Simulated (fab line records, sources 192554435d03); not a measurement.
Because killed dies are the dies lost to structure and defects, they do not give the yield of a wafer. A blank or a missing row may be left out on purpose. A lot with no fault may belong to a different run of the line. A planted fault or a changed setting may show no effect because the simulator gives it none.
fab line records	flow n5Finfet
record: lots: 6	wafers: 18	lastDay: 19
route steps=1938 shown DUMMY_GATE@247 SPACER0@258 BEOL_M4@1111 PASSIVATION@1936
lots that met no fault: taken from a fault-free run of the same line
startH: start of the lot's first displayed wafer, in hours after the record's first day	waitH: hours elapsed since this lot's preceding step	" unchanged from the row above	L1.1+2: a single row standing in for several wafers	- value missing, or start not given	* or withheld: withheld	< > ~ a bound
route shown NAME@n: a module of which the file shows steps, and the number in the route of the first	usual: mean/standard deviation of fault-free wafers	same: alike in all rows	chamber/n: place in a boat	sites: readings site by site	_std_site: the standard deviation of these	_edge_site: inner sites' mean taken away from outer sites' mean	radiusMm: how far each site lies from the wafer's centre	mask NAME#n: copy n	behind: tool/chamber where the wafer was last shaped	hold: the reason the lot was held/the length of the hold in hours/how it ended	device: names the non-switching transistor (n, p or np)	end of line: at the end of the route, the tests of the same wafers	a step given without rows: its recipe and nothing more	killed: dies that structure and defects cost at the first sort, which is not the same as the wafer's yield	map: shows each die of a wafer: x if killed, . if not, _ if none is there
set.NAME: the setting as run; set.NAME@STEP: as run at that earlier step	model.NAME: the simulator's own value behind a step, which no gauge read
lots seen at some steps along the route; tables by step, rows by wafer
services: when a tool's chamber went out of use (startH, in hours from the record's first day, below 0 if earlier), for how many hours, and the reason
== steps ==
step: N5_DUMMY_GATE_ETCH_23
recipe: chemistry: HBr/Cl2/O2	HBr_flow_sccm: 150	Cl2_flow_sccm: 80	O2_flow_sccm: 12	biasW: 102	targetDepthA: 410	timeS: 22.3	target: poly-Si	maskMaterial: SiO2	pressureMtorr: 10	icpW: 800
usual: drypumpMotorCurrentA: 5.6/0.61	oes_o_777_au: 1.00/0.048	oesProductAu: 1.004/0.016	throttleValvePct: 37.3/0.47
lot.wafer	tool	chamber	startH	waitH	drypumpMotorCurrentA	oes_o_777_au	oesProductAu	rfHoursCounterH	throttleValvePct
L306.1	rieSi-04	1	56.93	0.0	6.0	1.03	0.992	8	36.9
L306.3	"	2	"	"	5.5	0.95	1.022	6	37.5
L306.6	"	0	"	"	4.6	0.95	0.987	-	36.8
L316.1	rieSi-04	0	117.33	0.0	4.7	0.95	0.993	80	36.8
L316.3	"	3	"	"	6.2	0.95	0.999	73	36.4
L316.5	"	0	"	"	4.6	0.96	0.985	-	36.7
L317.1	rieSi-04	2	128.30	0.0	5.5	0.94	1.024	8	37.5
L317.2	"	3	"	"	6.2	0.96	1.004	74	36.4
L317.6	"	3	"	"	6.3	0.95	1.010	-	36.4
L318.4	rieSi-05	1	132.98	0.0	5.4	1.00	1.025	43	37.2
L318.5	"	1	"	"	5.4	1.00	1.031	-	37.2
L318.6	"	2	"	"	6.4	0.96	1.013	-	37.7
L321.2	rieSi-04	1	143.49	0.0	6.0	1.03	0.996	10	36.9
L321.4	"	2	"	"	5.5	0.95	1.013	8	37.5
L321.5	"	3	"	"	6.2	0.96	1.006	-	36.4
L328.2	rieSi-04	2	193.89	0.0	5.5	0.94	1.018	9	37.5
L328.4	"	1	"	"	6.0	1.03	0.992	10	36.9
L328.5	"	3	"	"	6.2	0.96	1.001	-	36.4
step: N5_DUMMY_GATE_ETCH_44
recipe: chemistry: HBr/O2	overEtchFrac: 0.7	targetDepthA: 1275	stopOn: SiO2	ionEnergyEv: 60	biasW: 20	target: poly-Si	maskMaterial: SiO2	pressureMtorr: 20	icpW: 400	HBr_flow_sccm: 120	O2_flow_sccm: 10
usual: drypumpMotorCurrentA: 5.6/0.61	oesProductAu: 0.732/0.012	throttleValvePct: 18.50/0.28
lot.wafer	tool	chamber	startH	waitH	drypumpMotorCurrentA	oesProductAu	rfHoursCounterH	throttleValvePct
L306.1	rieSi-04	1	56.99	0.0	6.0	0.707	8	18.21
L306.3	"	2	"	"	5.5	0.746	7	18.75
L306.6	"	0	"	"	4.6	0.725	-	18.16
L316.1	rieSi-04	0	117.39	0.0	4.6	0.731	80	18.15
L316.3	"	3	"	"	6.2	0.726	73	18.13
L316.5	"	0	"	"	4.6	0.738	-	18.16
L317.1	rieSi-04	2	128.36	0.0	5.6	0.754	8	18.75
L317.2	"	3	"	"	6.2	0.749	74	18.13
L317.6	"	3	"	"	6.2	0.744	-	18.13
L318.4	rieSi-05	1	133.04	0.0	5.4	0.736	43	18.54
L318.5	"	1	"	"	5.4	0.740	-	18.53
L318.6	"	2	"	"	6.4	0.742	-	18.68
L321.2	rieSi-04	1	143.55	0.0	6.0	0.715	10	18.22
L321.4	"	2	"	"	5.5	0.747	8	18.75
L321.5	"	3	"	"	6.2	0.742	-	18.13
L328.2	rieSi-04	2	193.95	0.0	5.5	0.759	9	18.75
L328.4	"	1	"	"	6.0	0.725	10	18.23
L328.5	"	3	"	"	6.2	0.743	-	18.13
step: N5_DUMMY_GATE_CD_MEAS_24
recipe: targetCdNm: 15
usual: cdNm: 15.0/0.43
lot.wafer	tool	chamber	startH	waitH	cdNm
L306.1	cdSem-03	-	57.10	0.1	15.3
L306.3	"	-	"	"	14.8
L306.6	"	-	"	"	15.1
L316.1	cdSem-01	-	117.50	0.1	14.9
L316.3	"	-	"	"	15.8
L316.5	"	-	"	"	15.1
L317.1	cdSem-01	-	128.47	0.1	15.0
L317.2	"	-	"	"	15.3
L317.6	"	-	"	"	15.0
L318.4	cdSem-01	-	133.16	0.1	14.8
L318.5	"	-	"	"	14.5
L318.6	"	-	"	"	14.3
L321.2	cdSem-01	-	143.66	0.1	15.2
L321.4	"	-	"	"	14.3
L321.5	"	-	"	"	14.5
L328.2	cdSem-03	-	194.06	0.1	14.8
L328.4	"	-	"	"	15.5
L328.5	"	-	"	"	14.9
step: N5_DUMMY_GATE_ETCH_42
recipe: chemistry: CHF3/O2	target: SiO2	targetDepthA: 35	timeS: 31	ionEnergyEv: 30	biasW: 12	pressureMtorr: 30	sourceW: 600	Ar_flow_sccm: 200	CHF3_flow_sccm: 50	O2_flow_sccm: 5
usual: drypumpMotorCurrentA: 5.7/0.71	oes_o_777_au: 0.75/0.056	oesProductAu: 0.75/0.057	rfVppV: 42.6/0.99	showerheadPlenumPTorr: 2.42/0.079	throttleValvePct: 18.93/0.19
lot.wafer	tool	chamber	startH	waitH	drypumpMotorCurrentA	oes_o_777_au	oesProductAu	rfHoursCounterH	rfVppV	showerheadPlenumPTorr	throttleValvePct
L306.1	rieDiel-01	3	57.39	0.3	4.7	0.75	0.74	187	43.7	2.40	19.05
L306.3	"	2	"	"	5.6	0.79	0.79	111	43.1	2.43	18.99
L306.6	"	1	"	"	5.2	0.71	0.72	-	42.8	2.50	18.76
L316.1	rieDiel-01	1	117.72	0.2	5.2	0.70	0.71	207	42.9	2.49	18.78
L316.3	"	0	"	"	5.0	0.78	0.78	139	44.0	2.50	18.96
L316.5	"	0	"	"	5.0	0.78	0.78	-	42.3	2.50	18.95
L317.1	rieDiel-01	1	128.56	0.1	5.2	0.69	0.70	209	41.8	2.49	18.80
L317.2	"	3	"	"	4.7	0.73	0.72	208	44.0	2.39	19.08
L317.6	"	1	"	"	5.2	0.70	0.71	-	42.5	2.49	18.78
L318.4	rieDiel-06	3	133.25	0.1	5.5	0.75	0.75	-	42.6	2.42	18.94
L318.5	"	0	"	"	6.4	0.83	0.85	-	41.9	2.53	18.46
L318.6	"	3	"	"	5.5	0.74	0.75	-	42.3	2.42	18.95
L321.2	rieDiel-06	1	143.70	0.0	5.4	0.72	0.73	179	41.7	2.39	18.84
L321.4	"	3	"	"	5.5	0.74	0.76	-	43.6	2.42	18.94
L321.5	"	0	"	"	6.4	0.83	0.84	-	40.6	2.53	18.47
L328.2	rieDiel-05	0	194.17	0.1	6.7	0.69	0.70	211	42.2	2.30	19.28
L328.4	"	3	"	"	4.9	0.92	0.90	24	40.8	2.54	18.69
L328.5	"	1	"	"	6.7	0.73	0.72	-	42.1	2.33	19.02
step: N5_DUMMY_GATE_STRIP_48
recipe: chemistry: N2/H2	timeS: 20	powerW: 100	tempC: 40	pressureMtorr: 100	rfFrequencyHz: 6e+07	biasPowerW: 3	n2FlowSccm: 300	h2FlowSccm: 300
usual: drypumpMotorCurrentA: 5.7/0.71	n2FlowSccm: 300.1/1	oesProductAu: 0.75/0.06	rfVppV: 45.3/0.91	showerheadPlenumPTorr: 3.38/0.12	throttleValvePct: 12.32/0.18
lot.wafer	tool	chamber	startH	waitH	drypumpMotorCurrentA	n2FlowSccm	oesProductAu	rfHoursCounterH	rfVppV	showerheadPlenumPTorr	throttleValvePct
L306.1	rieDiel-01	3	57.44	0.0	4.7	299.2	0.73	187	46.3	3.35	12.44
L306.3	"	2	"	"	5.6	301.1	0.80	111	45.3	3.37	12.23
L306.6	"	1	"	"	5.2	299.2	0.72	-	47.2	3.48	12.20
L316.1	rieDiel-01	1	117.77	0.0	5.2	300.3	0.71	207	45.4	3.47	12.27
L316.3	"	0	"	"	5.0	300.3	0.79	139	46.1	3.52	12.40
L316.5	"	0	"	"	5.0	300.1	0.79	-	47.1	3.51	12.39
L317.1	rieDiel-01	1	128.60	0.0	5.2	298.2	0.70	209	45.1	3.47	12.26
L317.2	"	3	"	"	4.8	301.0	0.72	208	46.6	3.34	12.49
L317.6	"	1	"	"	5.2	297.8	0.70	-	46.5	3.47	12.26
L318.4	rieDiel-06	3	133.33	0.1	5.5	298.8	0.75	-	45.3	3.37	12.34
L318.5	"	0	"	"	6.4	300.5	0.85	-	45.5	3.57	11.89
L318.6	"	3	"	"	5.5	299.3	0.75	-	46.1	3.37	12.35
L321.2	rieDiel-06	1	143.75	0.0	5.4	299.8	0.74	179	45.8	3.35	12.31
L321.4	"	3	"	"	5.4	300.6	0.75	-	45.0	3.36	12.38
L321.5	"	0	"	"	6.4	300.7	0.84	-	44.6	3.56	11.90
L328.2	rieDiel-05	0	194.22	0.0	6.7	300.1	0.68	211	44.9	3.19	12.66
L328.4	"	3	"	"	5.0	303.1	0.90	24	46.9	3.60	12.09
L328.5	"	1	"	"	6.7	300.6	0.73	-	44.6	3.22	12.35
step: N5_DUMMY_GATE_PRECLEAN_33
recipe: chemistry: dHF	timeS: 10	dilution: 750:1	tempC: 25
step: N5_DUMMY_GATE_PRECLEAN_25
recipe: chemistry: O3/DIW	timeS: 45	tempC: 22	o3Ppm: 10
step: N5_DUMMY_GATE_PRECLEAN_51
recipe: chemistry: SC2	timeS: 45	tempC: 35	mix: 1:1:50
step: N5_DUMMY_GATE_SRD_26
recipe: dry: ipaMarangoni	timeS: 30	tempC: 23	rinseLiquid: diw
step: N5_DUMMY_GATE_UV_OZONE_45
recipe: timeS: 120	pressureTorr: 760	tempC: 25
step: N5_DUMMY_GATE_INSPECT_27
recipe: inspectInstrument: brightfield	mode: aei
usual: rawDefectCount: 266/68
lot.wafer	tool	chamber	startH	waitH	rawDefectCount
L306.1	defectInspect-01	-	57.62	0.0	311
L306.3	"	-	"	"	306
L306.6	"	-	"	"	271
L316.1	defectInspect-02	-	117.96	0.0	398
L316.3	"	-	"	"	234
L316.5	"	-	"	"	346
L317.1	defectInspect-01	-	128.79	0.0	222
L317.2	"	-	"	"	328
L317.6	"	-	"	"	310
L318.4	defectInspect-01	-	133.52	0.0	184
L318.5	"	-	"	"	285
L318.6	"	-	"	"	274
L321.2	defectInspect-02	-	143.94	0.0	339
L321.4	"	-	"	"	394
L321.5	"	-	"	"	268
L328.2	defectInspect-02	-	194.41	0.0	263
L328.4	"	-	"	"	197
L328.5	"	-	"	"	314
step: N5_SPACER0_ALD_07
recipe: material: SiNx	targetThkA: 20	tempC: 400	aldPrecursorFamily: SiH2I2	aldCoReactant: N2/H2-plasma	pressureTorr: 2
step: N5_SPACER0_ALD_00
recipe: material: SiOCN	targetThkA: 35	tempC: 400	aldPrecursorFamily: alkyl-aminosilane	aldCoReactant: O2/N2-plasma	pulseTimeS: 3	purgeTimeS: 2	coReactantPurgeTimeS: 2	aldCycles: 58	pressureTorr: 2
usual: aldCycles: 58/0	heaterPowerW: 815/88	precursorPulseHeightRel: 0.999/0.02
lot.wafer	tool	chamber	startH	waitH	aldCycles	heaterPowerW	precursorPulseHeightRel
L306.1	aldSin-04	1	57.81	0.1	58	802	0.984
L306.3	"	0	"	"	58	792	0.998
L306.6	"	3	"	"	58	898	0.973
L316.1	aldSin-02	3	118.88	0.1	62	717	0.970
L316.3	"	0	"	"	58	902	0.996
L316.5	"	0	"	"	62	893	1.006
L317.1	aldSin-03	1	130.06	0.1	58	739	0.983
L317.2	"	3	"	"	58	829	1.033
L317.6	"	2	"	"	58	682	0.976
L318.4	aldSin-02	3	134.22	0.1	62	743	1.011
L318.5	"	3	"	"	62	720	1.017
L318.6	"	2	"	"	58	900	1.031
L321.2	aldSin-03	3	144.13	0.1	58	836	0.986
L321.4	"	1	"	"	58	742	1.012
L321.5	"	3	"	"	58	819	1.011
L328.2	aldSin-02	0	195.31	0.1	58	880	1.013
L328.4	"	3	"	"	58	698	0.989
L328.5	"	1	"	"	58	777	1.020
step: N5_SPACER0_ALD_08
recipe: material: SiNx	targetThkA: 20	tempC: 400	aldPrecursorFamily: SiH2I2	aldCoReactant: N2/H2-plasma	pressureTorr: 2
usual: heaterPowerW: 814/90
lot.wafer	tool	chamber	startH	waitH	heaterPowerW
L306.1	aldSin-04	1	58.07	0.1	810
L306.3	"	0	"	"	785
L306.6	"	3	"	"	894
L316.1	aldSin-02	3	119.14	0.1	725
L316.3	"	0	"	"	892
L316.5	"	0	"	"	887
L317.1	aldSin-03	1	130.31	0.1	735
L317.2	"	3	"	"	819
L317.6	"	2	"	"	685
L318.4	aldSin-02	3	134.47	0.1	722
L318.5	"	3	"	"	716
L318.6	"	2	"	"	907
L321.2	aldSin-03	3	144.39	0.1	825
L321.4	"	1	"	"	738
L321.5	"	3	"	"	817
L328.2	aldSin-02	0	195.57	0.1	899
L328.4	"	3	"	"	685
L328.5	"	1	"	"	764
step: N5_BEOL_M4_RC_MEAS_101
usual: DIBL_N: 36.3/1.9	DIBL_P: 36.0/2.1	IOFF_N: 0.16/0.031	IOFF_P: 0.21/0.035	ION_N: 675/14	ION_P: 464/8.5	SS_N: 71.5/0.6	SS_P: 73.3/0.72	VT_N: 250/3.2	VT_P: -250/3.1
lot.wafer	tool	chamber	startH	waitH	DIBL_N[mV/V]	DIBL_P[mV/V]	IOFF_N[nA/um]	IOFF_P[nA/um]	ION_N[uA/um]	ION_P[uA/um]	SS_N[mV/dec]	SS_P[mV/dec]	VT_N[mV]	VT_P[mV]
L306.1	prober-02	0	173.37	0.0	33.9	33.4	0.11	0.17	662	457	70.9	71.9	253	-248
L306.3	"	0	"	"	38.7	38.1	0.21	0.26	676	466	72.7	73.5	248	-246
L306.6	"	0	"	"	35.0	35.1	0.13	0.21	663	459	71.5	73.5	251	-248
L321.2	prober-02	0	295.45	0.2	34.9	34.0	0.13	0.17	667	461	71.4	73.6	251	-250
L321.4	"	0	"	"	37.8	38.2	0.19	0.25	690	475	71.7	74.8	247	-247
L321.5	"	0	"	"	38.5	38.7	0.20	0.25	696	476	72.1	74.2	244	-245
L316.1	prober-01	0	295.46	0.0	36.3	34.8	0.15	0.20	669	458	70.5	72.4	253	-252
L316.3	"	0	"	"	34.0	32.2	0.12	0.18	685	467	70.2	72.3	255	-248
L316.5	"	0	"	"	35.9	35.0	0.15	0.21	694	471	70.9	73.4	248	-249
L318.4	prober-02	0	320.52	0.5	35.4	35.2	0.13	0.19	665	454	71.7	73.3	254	-251
L318.5	"	0	"	"	35.5	36.2	0.14	0.19	664	454	70.9	73.8	253	-256
L318.6	"	0	"	"	34.8	34.3	0.12	0.18	658	454	71.0	72.8	255	-253
L317.1	prober-01	0	326.65	0.0	35.8	34.8	0.16	0.22	689	470	71.8	72.6	247	-246
L317.2	"	0	"	"	35.5	34.5	0.15	0.20	668	456	72.2	72.9	249	-249
L317.6	"	0	"	"	36.1	37.3	0.18	0.26	683	474	71.6	72.8	247	-248
L328.2	prober-01	0	340.83	0.2	36.4	36.4	0.14	0.21	650	452	71.2	72.6	254	-250
L328.4	"	0	"	"	35.2	35.1	0.14	0.19	665	461	71.4	72.9	250	-254
L328.5	"	0	"	"	36.7	37.6	0.17	0.22	663	457	71.0	73.8	252	-250
step: N5_PASSIVATION_PROBE_49
usual: defectLimitedYield: 91.0/1.5	killed_at_M0_to_M3: 32/9.6	killed_at_M4_up: 13/4.7	killedAtContacts: 13/7.2	killedAtFrontEnd: 44/13	killedAtOther: 4/3.4	killedDies: 106/18	killedOpen: 70/13	killedShort: 35/8	sort_bin_5_function: 5.3/0.97	sort_bin_6_memory: 3.4/0.73	sortNPass: 1074/18	sortYieldPct: 91.0/1.5
same: grossDies: 1180	killedAtBackSide: 0	sort_bin_4_leakage[%]: 0	sort_bin_8_speed[%]: 0
lot.wafer	tool	chamber	startH	waitH	defectLimitedYield[%]	killed_at_M0_to_M3	killed_at_M4_up	killedAtContacts	killedAtFrontEnd	killedAtOther	killedDies	killedOpen	killedShort	sort_bin_5_function[%]	sort_bin_6_memory[%]	sortNPass	sortYieldPct[%]
L306.1	prober-01	-	258.60	0.0	91.4	28	14	16	42	2	102	71	30	5.0	3.4	1078	91.4
L306.3	prober-01	-	258.70	0.1	89.7	39	23	8	49	2	121	74	46	5.8	4.1	1059	89.7
L306.6	prober-01	-	258.85	0.3	90.6	45	14	7	44	1	111	77	34	5.6	3.3	1069	90.6
L321.4	prober-02	-	396.91	0.2	91.1	38	13	18	36	0	105	69	34	5.7	2.7	1075	91.1
L318.4	prober-01	-	442.42	0.2	90.4	45	16	3	42	7	113	80	32	5.8	3.5	1067	90.4
L318.5	prober-01	-	442.47	0.2	91.4	49	16	4	31	2	102	78	24	4.9	3.5	1078	91.4
L318.6	prober-01	-	442.52	0.3	91.9	30	12	8	43	3	96	67	29	5.3	2.5	1084	91.9
killed by level:class
L306.1 MOL_CONTACT_COAG:geometricParticle:open=14 BEOL_M4:geometricParticle:open=11 FIN_SAQP:geometricParticle:open=10 BEOL_M2:geometricParticle:open=10 FIN_SAQP:geometricParticle:short=7 BEOL_M3:geometricParticle:open=6 BEOL_M2:geometricParticle:short=5 FIN_CUT:geometricParticle:short=4
L306.3 BEOL_M4:geometricParticle:open=16 BEOL_M2:geometricParticle:open=14 FIN_SAQP:geometricParticle:short=13 FIN_SAQP:geometricParticle:open=9 STI_FIN_REVEAL:geometricParticle:open=7 GATE_CUT:geometricParticle:short=6 MOL_CONTACT_COAG:geometricParticle:short=5 BEOL_M0_SAQP:geometricParticle:open=5
L306.6 BEOL_M3:geometricParticle:open=13 GATE_CUT:geometricParticle:open=9 BEOL_M1:geometricParticle:open=9 BEOL_M0_SAQP:geometricParticle:open=8 FIN_SAQP:geometricParticle:open=6 BEOL_M2:geometricParticle:open=5 FIN_SAQP:geometricParticle:short=4 DUMMY_GATE:geometricParticle:open=4
L321.4 MOL_CONTACT_COAG:geometricParticle:open=16 STI_FIN_REVEAL:geometricParticle:open=12 FIN_SAQP:geometricParticle:open=7 BEOL_M0_SAQP:geometricParticle:open=7 BEOL_M0_SAQP:geometricParticle:short=7 BEOL_M3:geometricParticle:short=6 BEOL_M4:geometricParticle:open=5 BEOL_M3:geometricParticle:open=5
L318.4 BEOL_M2:geometricParticle:open=10 BEOL_M0:geometricParticle:open=9 FIN_SAQP:geometricParticle:open=8 STI_FIN_REVEAL:geometricParticle:open=7 BEOL_M3:geometricParticle:open=6 FIN_SAQP:geometricParticle:short=5 DUMMY_GATE:geometricParticle:open=5 BEOL_M0_SAQP:geometricParticle:short=5
L318.5 BEOL_M0_SAQP:geometricParticle:open=11 BEOL_M2:geometricParticle:open=10 BEOL_M4:geometricParticle:open=9 FIN_SAQP:geometricParticle:open=8 BEOL_M1:geometricParticle:open=8 BEOL_M3:geometricParticle:open=6 FIN_SAQP:geometricParticle:short=5 BEOL_M0_SAQP:geometricParticle:short=5
L318.6 STI_FIN_REVEAL:geometricParticle:open=10 FIN_SAQP:geometricParticle:short=9 BEOL_M1:geometricParticle:open=8 FIN_SAQP:geometricParticle:open=7 MOL_CONTACT_COAG:geometricParticle:open=7 BEOL_M0_SAQP:geometricParticle:open=6 BEOL_M3:geometricParticle:open=5 DUMMY_GATE:geometricParticle:open=4
== services ==
tool	chamber	startH	hours	kind
rieSi-04	0	37.80	2.8	repair
rieSi-05	1	61.31	6.5	repair
rieDiel-05	-	61.74	0.4	repair
rieSi-04	-	76.99	0.3	repair
rieDiel-06	-	78.44	14.6	pm
rieSi-04	0	82.15	13.6	repair
aldSin-03	-	85.52	14.0	pm
aldSin-03	0	85.52	14.0	ventCycle
aldSin-03	-	111.24	6.0	pm
aldSin-03	-	157.30	0.3	repair
aldSin-02	1	160.35	15.6	repair
rieDiel-05	2	167.42	14.2	repair
rieDiel-06	-	168.33	28.1	pm
aldSin-04	3	173.31	5.0	repair
aldSin-02	-	176.75	14.0	pm
aldSin-02	0	176.75	14.0	ventCycle
aldSin-02	1	176.75	14.0	ventCycle
aldSin-02	2	176.75	14.0	ventCycle
aldSin-02	3	176.75	14.0	ventCycle
aldSin-02	0	190.75	-	clean
aldSin-02	1	190.75	-	clean
aldSin-02	2	190.75	-	clean
aldSin-02	3	190.75	-	clean
rieSi-04	-	194.70	2.8	pm
== key ==
firstSign: step: N5_SPACER0_ALD_00	reading: aldCycles	direction: up	sigmas: 99+	usual: *	struck: *
effect none on later readings
metAt N5_SPACER0_ALD_00
struckWafers L316.1,L316.5,L318.4,L318.5
fault: kind: processParameterDrift	tool: aldSin-02	chamber: -	onsetH: 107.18	steps: N5_SPACER0_ALD_00	channel: aldCycles	offset: *	shape: step	endH: 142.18	scope: struckWafersOnly	actsIn: *	stated: *
